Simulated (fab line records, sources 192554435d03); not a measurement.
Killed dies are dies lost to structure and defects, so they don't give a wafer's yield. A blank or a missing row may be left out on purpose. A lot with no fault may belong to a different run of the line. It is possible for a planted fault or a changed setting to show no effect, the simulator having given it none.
fab line records	flow n5-finfet	part 1 of 2: steps 1 to 3 of 6
[record] lots = 20	wafers = 60	last-day = 17
route steps=1938 shown BEOL_M7@1263
lots untouched by any fault: they come from a run of this same line in which no faults occurred
start-h: start of the lot's first displayed wafer, in hours after the record's first day	wait-h: time in hours since the lot's previous step	" the same as in the row above	L1.1+2: a row that stands for several wafers	- value missing, or start not given	* or withheld: withheld	< > ~ a bound
route shown NAME@n: NAME is a module with steps in the file, n the number in the route of the first one	usual: mean/standard deviation of fault-free wafers	same: alike in all rows	chamber/n: place in a boat	sites: readings site by site	_std_site: standard deviation across them	_edge_site: mean of outer sites minus mean of inner sites	radius-mm: for every site, how far away it sits from the centre of the wafer	mask NAME#n: copy n	behind: tool/chamber where the wafer was last shaped	hold: why the lot went on hold/how many hours it stayed there/how the hold came to an end	device: transistor that didn't switch, given as n, p or np	end of line: tests of these same wafers at the route's end	a step with no rows: only its recipe	killed: count of dies lost to structure and defects at first sort (not the wafer's yield)	map: dies across one wafer; x = killed, . = not, _ = none there
set.NAME: setting as actually run; set.NAME@STEP: the setting as run at that earlier step	model.NAME: the simulator's own value behind a step, which no gauge read
one table for each step of the route and one row for each wafer, over a sample of lots
services: from which hour (start-h, from the record's first day; less than 0 if before it) a tool's chamber was out of use, for how many hours, and why
[[steps]]
[step N5_BEOL_M7_ILD_DEP_00]
[recipe] material = SiCOH_lowk	target-thk-a = 1797.5	temp-c = 300	precursor = DEMS/porogen	pressure-torr = 5	rf-w = 500	time-s = 33.4
[usual] chamber-pressure-Torr = 4.999/0.01	heater-power-w = 290/37	rf-fwd-power-W = 495.8/1.7	showerhead-plenum-p-Torr = 5.734/0.023	throttle-valve-pct = 14.0/0.87
lot.wafer	tool	chamber	start-h	wait-h	chamber-pressure-Torr	heater-power-w	rf-fwd-power-W	showerhead-plenum-p-Torr	throttle-valve-pct
L074.2	pecvd-02	2	199.36	0.0	5.003	288	495.6	5.710	13.2
L074.5	"	0	"	"	4.992	355	495.1	5.751	14.8
L074.6	"	1	"	"	4.984	273	498.7	5.735	13.8
L075.2	pecvd-02	1	215.92	0.0	5.003	314	499.1	5.731	13.5
L075.5	"	0	"	"	5.005	300	493.0	5.735	14.8
L075.6	"	1	"	"	5.013	246	496.5	5.744	13.5
L077.1	pecvd-04	2	216.24	0.0	5.022	246	494.4	5.718	13.5
L077.4	"	0	"	"	4.991	234	497.4	5.710	15.3
L077.5	"	2	"	"	5.013	253	497.8	5.729	13.5
L078.1	pecvd-04	1	217.15	0.0	5.003	290	494.7	5.770	13.8
L078.2	"	0	"	"	5.004	310	498.5	5.720	15.3
L078.3	"	2	"	"	5.018	228	495.1	5.723	13.7
L080.2	pecvd-02	2	227.95	0.0	4.989	308	497.0	5.709	13.1
L080.4	"	2	"	"	5.010	299	496.3	5.688	13.5
L080.5	"	0	"	"	5.012	337	493.2	5.733	15.1
L079.2	pecvd-04	2	228.28	0.0	4.995	223	494.0	5.726	13.4
L079.4	"	2	"	"	5.004	230	496.1	5.728	13.4
L079.6	"	1	"	"	5.012	346	496.1	5.788	13.8
L082.1	pecvd-02	2	238.79	0.0	5.010	300	498.0	5.709	13.2
L082.4	"	0	"	"	5.002	332	492.6	5.743	14.6
L082.5	"	0	"	"	5.005	345	492.2	5.735	14.7
L083.1	pecvd-04	0	247.10	0.0	4.978	260	496.0	5.738	15.5
L083.4	"	1	"	"	5.002	314	496.2	5.777	13.7
L083.5	"	2	"	"	4.990	254	493.8	5.720	13.6
L084.1	pecvd-02	2	249.01	0.0	4.998	298	499.7	5.699	13.0
L084.2	"	0	"	"	4.993	330	494.4	5.747	14.7
L084.5	"	2	"	"	5.011	304	499.1	5.698	13.0
L085.3	pecvd-04	1	265.83	0.0	4.999	294	496.1	5.770	13.6
L085.4	"	1	"	"	5.003	286	495.9	5.774	13.8
L085.5	"	0	"	"	5.013	289	497.4	5.733	15.6
L086.3	pecvd-04	2	279.77	0.0	4.989	278	494.2	5.722	13.6
L086.4	"	1	"	"	4.994	314	495.8	5.768	13.9
L086.6	"	0	"	"	4.998	275	496.7	5.726	15.9
L087.1	pecvd-04	0	280.04	0.0	5.006	295	497.3	5.732	15.7
L087.4	"	1	"	"	4.997	357	496.4	5.768	13.7
L087.6	"	2	"	"	5.008	261	495.2	5.727	13.7
L088.1	pecvd-02	2	288.42	0.0	4.978	317	496.8	5.687	13.4
L088.4	"	1	"	"	5.007	246	496.4	5.731	13.7
L088.5	"	2	"	"	4.985	316	497.2	5.718	13.2
L089.2	pecvd-02	0	288.60	0.0	4.996	326	493.8	5.738	14.9
L089.4	"	2	"	"	4.990	262	497.9	5.710	13.4
L089.6	"	1	"	"	5.000	294	496.8	5.734	13.5
L090.2	pecvd-04	2	289.33	0.0	4.992	247	494.3	5.715	13.7
L090.3	"	0	"	"	4.984	288	493.5	5.720	15.5
L090.6	"	0	"	"	4.991	295	494.7	5.723	15.9
L091.1	pecvd-03	1	293.86	0.0	4.993	215	497.4	5.747	12.6
L091.3	"	0	"	"	5.008	311	497.7	5.751	13.7
L091.6	"	0	"	"	5.012	317	495.1	5.751	13.7
L092.2	pecvd-04	2	294.13	0.0	4.995	218	492.5	5.731	13.7
L092.4	"	1	"	"	4.984	291	496.2	5.769	13.6
L092.5	"	2	"	"	5.021	227	496.4	5.716	13.6
L093.2	pecvd-02	2	313.23	0.0	4.995	283	497.0	5.709	13.2
L093.3	"	1	"	"	5.011	314	495.8	5.730	13.6
L093.5	"	1	"	"	4.997	300	495.3	5.738	13.6
L096.2	pecvd-02	2	319.81	0.0	5.000	289	496.7	5.717	13.5
L096.3	"	0	"	"	5.010	324	495.5	5.735	14.8
L096.5	"	2	"	"	5.008	294	495.6	5.704	13.4
L094.1	pecvd-02	2	320.34	0.1	5.002	326	496.1	5.695	13.4
L094.4	"	1	"	"	5.016	288	495.0	5.733	13.5
L094.5	"	2	"	"	5.001	252	496.3	5.695	13.4
[step N5_BEOL_M7_DESCUM_33]
[recipe] chemistry = O2	time-s = 7	source-power-w = 50	bias-power-w = 20	pressure-mtorr = 20	rf-frequency-hz = 2.712e+07	temp-c = 40	resist = CAR-EUV	o2-flow-sccm = 225
[usual] drypump-motor-current-A = 5.9/0.36	oes-product-au = 0.77/0.069	rf-fwd-power-W = 49.46/0.19	rf-vpp-V = 242.5/1.6	showerhead-plenum-p-Torr = 2.05/0.08	throttle-valve-pct = 20.4/0.37
lot.wafer	tool	chamber	start-h	wait-h	drypump-motor-current-A	oes-product-au	rf-fwd-power-W	rf-hours-counter-h	rf-vpp-V	showerhead-plenum-p-Torr	throttle-valve-pct
L074.2	rie-diel-02	1	203.17	0.0	6.0	0.69	49.58	205	241.6	2.01	20.6
L074.5	"	3	"	"	6.2	0.83	49.61	-	242.7	2.01	20.1
L074.6	"	0	"	"	5.3	0.74	49.70	-	243.0	2.09	20.5
L075.2	rie-diel-05	2	224.52	0.5	6.0	0.74	49.25	147	240.3	1.92	20.1
L075.5	"	1	"	"	5.5	0.71	49.80	-	242.1	2.02	21.3
L075.6	"	0	"	"	5.5	0.86	49.64	-	240.9	2.04	20.1
L077.1	rie-diel-06	1	224.93	0.8	5.8	0.72	49.40	227	241.7	1.98	20.8
L077.4	"	3	"	"	6.4	0.90	49.56	23	244.1	2.06	20.0
L077.5	"	0	"	"	6.3	0.87	49.19	-	244.5	2.13	20.5
L078.1	rie-diel-02	1	224.93	0.7	6.0	0.68	49.50	211	242.8	2.00	20.6
L078.2	"	0	"	"	5.2	0.75	49.51	167	241.7	2.09	20.5
L078.3	"	3	"	"	6.2	0.83	49.30	87	242.7	2.00	20.1
L080.2	rie-diel-06	0	232.75	0.0	6.3	0.86	49.35	61	243.0	2.13	20.5
L080.4	"	1	"	"	5.7	0.72	49.80	230	240.2	1.98	20.8
L080.5	"	0	"	"	6.3	0.85	49.41	-	243.4	2.13	20.5
L079.2	rie-diel-05	0	235.42	0.0	5.5	0.84	49.44	74	242.5	2.04	20.1
L079.4	"	2	"	"	6.0	0.74	49.21	150	241.2	1.92	20.1
L079.6	"	1	"	"	5.5	0.70	49.57	-	240.9	2.02	21.3
L082.1	rie-diel-05	1	243.22	0.0	5.5	0.70	49.28	223	242.0	2.02	21.3
L082.4	"	3	"	"	5.9	0.76	49.56	167	245.0	2.15	20.6
L082.5	"	0	"	"	5.5	0.85	49.44	-	243.3	2.04	20.1
L083.1	rie-diel-05	1	250.74	0.5	5.4	0.70	49.38	225	240.1	2.02	21.3
L083.4	"	0	"	"	5.5	0.85	49.59	78	240.5	2.04	20.1
L083.5	"	3	"	"	5.9	0.75	49.44	-	245.1	2.15	20.6
L084.1	rie-diel-02	1	253.06	0.0	6.0	0.68	49.46	221	241.3	2.00	20.6
L084.2	"	0	"	"	5.2	0.74	49.80	177	244.1	2.09	20.5
L084.5	"	0	"	"	5.2	0.73	49.74	-	242.4	2.09	20.5
L085.3	rie-diel-05	3	272.56	1.7	5.9	0.75	49.32	179	242.8	2.15	20.6
L085.4	"	3	"	"	5.9	0.76	49.47	-	243.5	2.15	20.6
L085.5	"	1	"	"	5.5	0.70	49.49	-	242.3	2.02	21.3
L086.3	rie-diel-06	0	285.06	0.0	6.3	0.82	49.16	80	243.9	2.13	20.5
L086.4	"	1	"	"	5.8	0.69	49.63	249	241.1	1.97	20.8
L086.6	"	0	"	"	6.3	0.83	49.24	-	245.0	2.13	20.5
L087.1	rie-diel-05	0	285.79	0.5	5.5	0.84	49.35	83	243.0	2.04	20.1
L087.4	"	1	"	"	5.5	0.69	49.23	238	242.1	2.02	21.3
L087.6	"	1	"	"	5.5	0.69	49.53	-	240.3	2.02	21.3
L088.1	rie-diel-06	2	292.08	0.0	5.6	0.73	49.12	183	245.6	2.16	20.1
L088.4	"	3	"	"	6.4	0.85	49.44	-	242.4	2.06	20.0
L088.5	"	0	"	"	6.3	0.83	49.41	-	245.0	2.13	20.6
L089.2	rie-diel-05	2	292.49	0.1	6.0	0.72	49.20	169	240.1	1.91	20.1
L089.4	"	1	"	"	5.5	0.69	49.41	241	242.3	2.02	21.3
L089.6	"	1	"	"	5.5	0.70	49.73	-	240.2	2.02	21.3
L090.2	rie-diel-02	3	292.65	0.0	6.2	0.80	49.49	109	242.3	2.00	20.1
L090.3	"	3	"	"	6.2	0.81	49.68	-	243.0	2.00	20.1
L090.6	"	3	"	"	6.2	0.80	49.54	-	241.2	2.00	20.1
L091.1	rie-diel-02	3	297.02	0.0	6.2	0.80	49.68	111	241.9	2.00	20.1
L091.3	"	0	"	"	5.3	0.73	49.72	186	243.6	2.08	20.6
L091.6	"	1	"	"	6.0	0.67	49.73	-	241.2	2.00	20.6
L092.2	rie-diel-06	2	297.43	0.2	5.6	0.73	49.67	185	244.2	2.16	20.1
L092.4	"	3	"	"	6.5	0.85	49.56	-	241.0	2.06	20.0
L092.5	"	0	"	"	6.3	0.83	49.30	-	242.1	2.12	20.6
L093.2	rie-diel-02	3	317.07	0.3	6.2	0.79	49.51	120	243.2	1.99	20.1
L093.3	"	2	"	"	5.7	0.82	49.20	83	244.6	2.18	20.4
L093.5	"	0	"	"	5.2	0.73	49.49	-	242.5	2.08	20.6
L096.2	rie-diel-02	3	326.25	0.1	6.2	0.79	49.61	122	242.5	1.99	20.1
L096.3	"	2	"	"	5.7	0.81	49.09	85	244.8	2.18	20.4
L096.5	"	3	"	"	6.2	0.79	49.37	-	240.4	1.99	20.2
L094.1	rie-diel-06	3	326.78	0.3	6.5	0.85	49.71	60	240.4	2.05	20.1
L094.4	"	0	"	"	6.3	0.82	49.14	96	243.9	2.12	20.6
L094.5	"	1	"	"	5.8	0.99	49.52	-	245.5	2.23	20.3
[step N5_BEOL_M7_ETCH_65]
[recipe] chemistry = CF4	target = SiARC	target-depth-a = 156	mask-material = CAR-EUV	time-s = 26	ion-energy-ev = 80	pressure-mtorr = 40	source-w = 545	bias-w = 36	Ar_flow_sccm = 100	cf4-flow-sccm = 100	ends = cleared
[usual] cf4-flow-sccm = 100.03/0.27	drypump-motor-current-A = 5.9/0.35	etch-rf-on-time-s = 25.6/1.1	oes-product-au = 0.66/0.061	rf-fwd-power-W = 533.1/2.2	rf-vpp-V = 183.6/1.2	showerhead-plenum-p-Torr = 2.10/0.089	throttle-valve-pct = 15.6/0.31
lot.wafer	tool	chamber	start-h	wait-h	cf4-flow-sccm	drypump-motor-current-A	etch-rf-on-time-s	oes-product-au	rf-fwd-power-W	rf-hours-counter-h	rf-vpp-V	showerhead-plenum-p-Torr	throttle-valve-pct
L074.2	rie-diel-02	1	203.23	0.0	99.76	6.0	24.6	0.61	536.2	205	184.2	2.03	15.7
L074.5	"	3	"	"	100.11	6.2	25.3	0.72	534.3	-	182.7	2.09	15.4
L074.6	"	0	"	"	100.16	5.2	25.5	0.65	536.0	-	185.5	2.14	15.7
L075.2	rie-diel-05	2	224.57	0.0	99.91	6.0	26.2	0.64	531.2	147	180.9	1.97	15.3
L075.5	"	1	"	"	100.43	5.5	24.6	0.61	531.1	-	182.1	2.03	16.1
L075.6	"	0	"	"	100.41	5.5	24.4	0.76	535.8	-	181.5	2.09	15.3
L077.1	rie-diel-06	1	224.98	0.0	100.13	5.8	25.9	0.61	537.3	227	182.9	2.04	15.9
L077.4	"	3	"	"	99.88	6.4	24.9	0.80	534.8	23	182.3	2.09	15.0
L077.5	"	0	"	"	100.07	6.3	27.0	0.73	531.1	-	184.2	2.15	15.5
L078.1	rie-diel-02	1	224.98	0.0	100.14	6.0	24.9	0.60	535.9	211	182.7	2.03	15.6
L078.2	"	0	"	"	100.04	5.2	25.4	0.64	536.1	167	182.6	2.13	15.7
L078.3	"	3	"	"	100.44	6.2	25.1	0.71	537.7	87	183.4	2.09	15.4
L080.2	rie-diel-06	0	232.80	0.0	100.07	6.3	27.3	0.72	530.0	61	185.2	2.15	15.5
L080.4	"	1	"	"	100.05	5.8	26.1	0.60	534.7	230	183.9	2.04	16.0
L080.5	"	0	"	"	100.14	6.3	27.4	0.72	530.5	-	184.8	2.15	15.5
L079.2	rie-diel-05	0	235.47	0.0	99.84	5.5	24.7	0.75	532.4	74	184.4	2.09	15.3
L079.4	"	2	"	"	100.12	6.0	26.3	0.64	533.4	150	182.3	1.97	15.3
L079.6	"	1	"	"	100.03	5.4	24.8	0.61	532.1	-	184.9	2.03	16.1
L082.1	rie-diel-05	1	243.27	0.0	100.05	5.5	24.3	0.61	532.6	223	181.4	2.03	16.1
L082.4	"	3	"	"	100.02	5.9	27.4	0.64	531.5	167	185.7	2.24	16.0
L082.5	"	0	"	"	99.68	5.5	24.7	0.76	533.4	-	184.7	2.09	15.3
L083.1	rie-diel-05	1	250.79	0.0	99.86	5.5	24.3	0.62	529.4	225	182.9	2.03	16.1
L083.4	"	0	"	"	100.40	5.5	24.4	0.76	533.3	78	184.0	2.09	15.3
L083.5	"	3	"	"	99.87	6.0	27.7	0.63	530.5	-	185.4	2.24	16.0
L084.1	rie-diel-02	1	253.12	0.0	100.11	6.0	24.3	0.60	535.3	221	182.6	2.03	15.7
L084.2	"	0	"	"	99.85	5.3	25.5	0.63	535.7	177	183.5	2.13	15.7
L084.5	"	0	"	"	99.65	5.2	25.4	0.63	534.6	-	185.3	2.13	15.7
L085.3	rie-diel-05	3	272.61	0.0	100.07	6.0	27.4	0.62	532.4	179	185.9	2.23	16.1
L085.4	"	3	"	"	99.75	6.0	27.5	0.62	533.6	-	185.2	2.23	16.1
L085.5	"	1	"	"	100.18	5.5	24.0	0.62	529.7	-	183.6	2.03	16.1
L086.3	rie-diel-06	0	285.11	0.0	99.83	6.3	27.2	0.71	533.5	80	184.1	2.14	15.5
L086.4	"	1	"	"	99.78	5.7	26.2	0.59	536.9	249	182.2	2.03	16.0
L086.6	"	0	"	"	100.01	6.3	27.2	0.71	532.3	-	184.4	2.14	15.5
L087.1	rie-diel-05	0	285.84	0.0	100.01	5.5	24.0	0.75	534.4	83	183.0	2.09	15.3
L087.4	"	1	"	"	100.45	5.4	24.2	0.60	532.2	238	182.9	2.03	16.1
L087.6	"	1	"	"	99.82	5.5	24.3	0.60	532.1	-	182.4	2.03	16.1
L088.1	rie-diel-06	2	292.13	0.0	100.12	5.6	27.2	0.61	532.9	183	184.0	2.23	15.6
L088.4	"	3	"	"	100.37	6.5	25.1	0.76	534.4	-	183.2	2.09	15.0
L088.5	"	0	"	"	99.78	6.3	27.5	0.69	533.4	-	184.3	2.14	15.5
L089.2	rie-diel-05	2	292.55	0.0	100.73	6.0	26.1	0.62	530.1	169	182.5	1.96	15.4
L089.4	"	1	"	"	100.08	5.4	24.3	0.60	532.0	241	182.6	2.03	16.1
L089.6	"	1	"	"	99.70	5.5	24.5	0.60	530.8	-	183.0	2.03	16.1
L090.2	rie-diel-02	3	292.72	0.0	99.96	6.2	24.9	0.70	532.2	109	183.6	2.08	15.5
L090.3	"	3	"	"	100.21	6.2	25.0	0.70	533.7	-	182.7	2.08	15.5
L090.6	"	3	"	"	100.05	6.2	25.0	0.70	532.6	-	182.7	2.08	15.5
L091.1	rie-diel-02	3	297.07	0.0	100.67	6.2	25.2	0.69	535.1	111	185.5	2.08	15.5
L091.3	"	0	"	"	100.01	5.2	25.5	0.62	537.1	186	184.2	2.13	15.7
L091.6	"	1	"	"	100.27	6.0	24.9	0.59	533.6	-	181.8	2.02	15.7
L092.2	rie-diel-06	2	297.48	0.0	99.91	5.6	26.9	0.61	531.6	185	186.6	2.23	15.5
L092.4	"	3	"	"	99.95	6.5	25.0	0.77	534.0	-	183.0	2.09	15.1
L092.5	"	0	"	"	99.51	6.3	26.8	0.71	530.3	-	182.5	2.14	15.5
L093.2	rie-diel-02	3	317.12	0.0	100.40	6.2	25.1	0.69	535.4	120	183.2	2.08	15.5
L093.3	"	2	"	"	100.12	5.7	26.4	0.69	531.1	83	183.8	2.25	15.7
L093.5	"	0	"	"	99.72	5.3	25.4	0.62	535.0	-	184.0	2.12	15.7
L096.2	rie-diel-02	3	326.31	0.0	100.23	6.2	25.3	0.68	534.3	122	183.8	2.08	15.5
L096.3	"	2	"	"	99.75	5.6	26.3	0.69	531.4	85	185.5	2.25	15.7
L096.5	"	3	"	"	99.94	6.2	25.2	0.68	536.0	-	183.3	2.08	15.5
L094.1	rie-diel-06	3	326.83	0.0	100.36	6.4	24.7	0.75	534.3	60	183.2	2.08	15.1
L094.4	"	0	"	"	99.72	6.3	26.6	0.70	530.4	96	182.9	2.14	15.6
L094.5	"	1	"	"	99.75	5.7	25.3	0.84	535.6	-	187.1	2.28	15.5
